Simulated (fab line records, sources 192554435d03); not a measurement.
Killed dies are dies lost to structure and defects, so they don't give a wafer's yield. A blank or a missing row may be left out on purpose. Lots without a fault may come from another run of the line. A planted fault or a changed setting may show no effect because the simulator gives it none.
Split-lot experiment | flow n5_finfet | 7 lots, 39 wafers read, on a route of 1938 steps

THE SPLIT
At N5_SD_EPI_N_DEVELOP_08 (develop time 30 s), the setting develop_time_s was moved away from the recipe's 30 s on 15 of the 39 wafers read, by -44.4% to +56.3%. The other wafers ran this setting at the recipe's value.

The file shows no step between the split and the reading.

THE READING
cd_nm, in nm, at N5_SD_EPI_N_CD_MEAS_09 (target cd 120 nm). Fault-free wafers of this fab line usually give 120.0 nm, standard deviation 0.61 nm.

wafer  | tool, chamber at the split | develop_time_s as run, s | against the recipe | cd_nm, nm | against lot-mates on the recipe
L074.1 | litho_track-01, 0          | 30                       | recipe             | 119.6     | -
L074.2 | litho_track-01, 0          | 30                       | recipe             | 120.2     | -
L074.6 | litho_track-01, 0          | 30                       | recipe             | 119.6     | -
L075.1 | litho_track-04, 0          | 30                       | recipe             | 120.8     | -
L075.2 | litho_track-04, 0          | 30                       | recipe             | 120.4     | -
L075.3 | litho_track-04, 0          | 30                       | recipe             | 121.3     | -
L075.4 | litho_track-04, 0          | 30                       | recipe             | 121.3     | -
L075.5 | litho_track-04, 0          | 30                       | recipe             | 120.2     | -
L075.6 | litho_track-04, 0          | 30                       | recipe             | 122.0     | -
L076.1 | litho_track-03, 0          | 30                       | recipe             | 120.7     | -
L076.2 | litho_track-03, 0          | 18.97                    | -36.8%             | 117.5     | -2.5
L076.3 | litho_track-03, 0          | 18.97                    | -36.8%             | 117.9     | -2.1
L076.4 | litho_track-03, 0          | 30                       | recipe             | 119.6     | -
L076.5 | litho_track-03, 0          | 18.97                    | -36.8%             | 118.0     | -2.0
L076.6 | litho_track-03, 0          | 30                       | recipe             | 119.6     | -
L080.1 | litho_track-03, 0          | 30                       | recipe             | 120.1     | -
L080.2 | litho_track-03, 0          | 30                       | recipe             | 119.4     | -
L080.3 | litho_track-03, 0          | 30                       | recipe             | 120.0     | -
L080.4 | litho_track-03, 0          | 46.87                    | +56.2%             | 121.6     | +1.8
L080.5 | litho_track-03, 0          | 46.87                    | +56.2%             | 122.8     | +3.0
L080.6 | litho_track-03, 0          | 46.87                    | +56.2%             | 121.8     | +2.0
L085.1 | litho_track-01, 0          | 44.11                    | +47.0%             | 120.9     | +1.1
L085.2 | litho_track-01, 0          | 44.11                    | +47.0%             | 121.5     | +1.7
L085.3 | litho_track-01, 0          | 30                       | recipe             | 119.9     | -
L085.4 | litho_track-01, 0          | 30                       | recipe             | 119.5     | -
L085.5 | litho_track-01, 0          | 44.11                    | +47.0%             | 122.2     | +2.4
L085.6 | litho_track-01, 0          | 30                       | recipe             | 120.0     | -
L093.1 | litho_track-01, 0          | 30                       | recipe             | 120.0     | -
L093.2 | litho_track-01, 0          | 46.9                     | +56.3%             | 122.3     | +2.1
L093.3 | litho_track-01, 0          | 46.9                     | +56.3%             | 123.2     | +3.0
L093.4 | litho_track-01, 0          | 46.9                     | +56.3%             | 122.3     | +2.1
L093.5 | litho_track-01, 0          | 30                       | recipe             | 120.7     | -
L093.6 | litho_track-01, 0          | 30                       | recipe             | 119.8     | -
L095.1 | litho_track-01, 0          | 16.68                    | -44.4%             | 116.6     | -2.9
L095.2 | litho_track-01, 0          | 30                       | recipe             | 119.4     | -
L095.3 | litho_track-01, 0          | 16.68                    | -44.4%             | 117.1     | -2.4
L095.4 | litho_track-01, 0          | 30                       | recipe             | 119.6     | -
L095.5 | litho_track-01, 0          | 16.68                    | -44.4%             | 116.9     | -2.6
L095.6 | litho_track-01, 0          | 30                       | recipe             | 119.6     | -

THE FIT
A straight line over all 39 wafers: cd_nm changes by +0.0476 nm for each +1% of develop_time_s; r = +0.89; the points scatter about the line by 0.72 nm.
The same after taking each lot's own level away (the mean of its wafers on the recipe; 39 wafers): +0.0467 nm for each +1%; r = +0.95; scatter 0.48 nm.
On that fit, the largest move of develop_time_s shifts the reading by 2.6 nm.
The lots' own levels span 119.53 to 121.00 nm, that is 2.4 times the standard deviation above.
So the lot-to-lot level changes the slope little: the two slopes agree.
Check: with one of the wafers moved furthest among these (+56.3%) left out of the fit, the line predicts +2.51 nm for it against its lot-mates. It came out at +2.13 nm against them.

OTHER SPLITS ON THESE WAFERS
These wafers also went through other splits before the reading. Each is held against what the fit with the lots' levels taken away leaves over:
other split on the same wafers          | wafers away from the commonest value | r with cd_nm (lot level and that fit taken away)
N5_FIN_SAQP_SPACER2_ALD_28 target_thk_a | 18                                   | +0.11

THE WHOLE CHAIN: every reading that the file lists as answering this split, in the file's order
step                   | what it does                                           | reading                                                         | change (the file's fit)                | r (the file's)
N5_SD_EPI_N_CD_MEAS_09 | target cd 120 nm                                       | cd_nm                                                           | +0.0457 nm for each +1% of the setting | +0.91
N5_SD_EPI_N_DESCUM_14  | chemistry O2, time 7.9 s                               | SD_EPI_N.cd_nm (the simulator's own value, which no gauge read) | +0.0466 nm for each +1% of the setting | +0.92
N5_SD_EPI_N_ETCH_34    | etches SiARC in CF4, target depth 45.5 nm, time 75.8 s | SD_EPI_N.cd_nm (the simulator's own value, which no gauge read) | +0.0461 nm for each +1% of the setting | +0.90

THE FILE'S OWN FIT
cd_nm changes by +0.0457 nm for each +1% of develop_time_s, r = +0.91.
